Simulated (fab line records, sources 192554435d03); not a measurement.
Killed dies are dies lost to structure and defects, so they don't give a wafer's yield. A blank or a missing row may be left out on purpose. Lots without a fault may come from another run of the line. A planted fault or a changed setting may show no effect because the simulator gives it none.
One fault seen from 2 desks | flow n5_finfet | each desk has only its own numbers; what lay behind them comes last

THE METROLOGY DESK
What the gauges read, lot by lot, whatever tool the lot ran on: means of the sampled wafers that have a number. A lot is out of limits, marked OUT, if its mean lies more than 4 standard deviations from the usual mean; the brackets give that distance.
Columns: A = SDB_OVL at N5_SDB_OVL_MEAS_12, usual 0.3 nm
lot  | first seen here | A
L355 | day 3 18:14     | 0.5
L357 | day 4 06:35     | 0.6
L358 | day 4 15:52     | 0.3
L359 | day 4 17:17     | 0.4
L360 | day 5 01:13     | 1.1
L361 | day 5 05:39     | 0.8
L366 | day 6 12:47     | -0.3
L373 | day 8 07:01     | 0.5
L374 | day 8 10:25     | -0.6
L377 | day 9 07:15     | 0.0
L378 | day 9 11:48     | 0.6
This desk's finding: nothing out of limits on any of the 11 lots.

THE TOOL OWNER'S DESK: litho_track-01
The tool's own readings at N5_SDB_COAT_04 (time 60 s, resist thk 18 nm): means of the sampled wafers that have a number, for each lot that ran on this tool. A lot is out of limits, marked OUT, if its mean lies more than 4 standard deviations from the usual mean; the brackets give that distance.
Columns: A = run_length_s at N5_SDB_COAT_04, usual 66.27 s
lot  | first seen here | A
L358 | day 4 15:29     | 66.18
L366 | day 6 12:23     | 67.60 (+9.5) OUT
L377 | day 9 06:59     | 66.14
L378 | day 9 11:25     | 66.17
This desk's finding: out of limits on L366; first on L366, day 6 12:23 (run_length_s at N5_SDB_COAT_04). In limits: L358, L377, L378.

PUT TOGETHER
The tool owner's desk could have raised an alarm at day 6 12:23, on L366.
The metrology desk saw nothing out of limits.
The metrology desk has L366 on record, within its limits.
Of the lots named, all ran N5_SDB_COAT_04 on litho_track-01.

WHAT THE SIMULATOR HAD PUT IN
Process parameter drift: litho_track-01, from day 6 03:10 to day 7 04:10, at N5_SDB_COAT_04. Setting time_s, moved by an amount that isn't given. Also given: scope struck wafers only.
Lots struck among those shown: L366.
Hours from the fault's start to each desk's first reading out of limits: the tool owner's desk, 9.
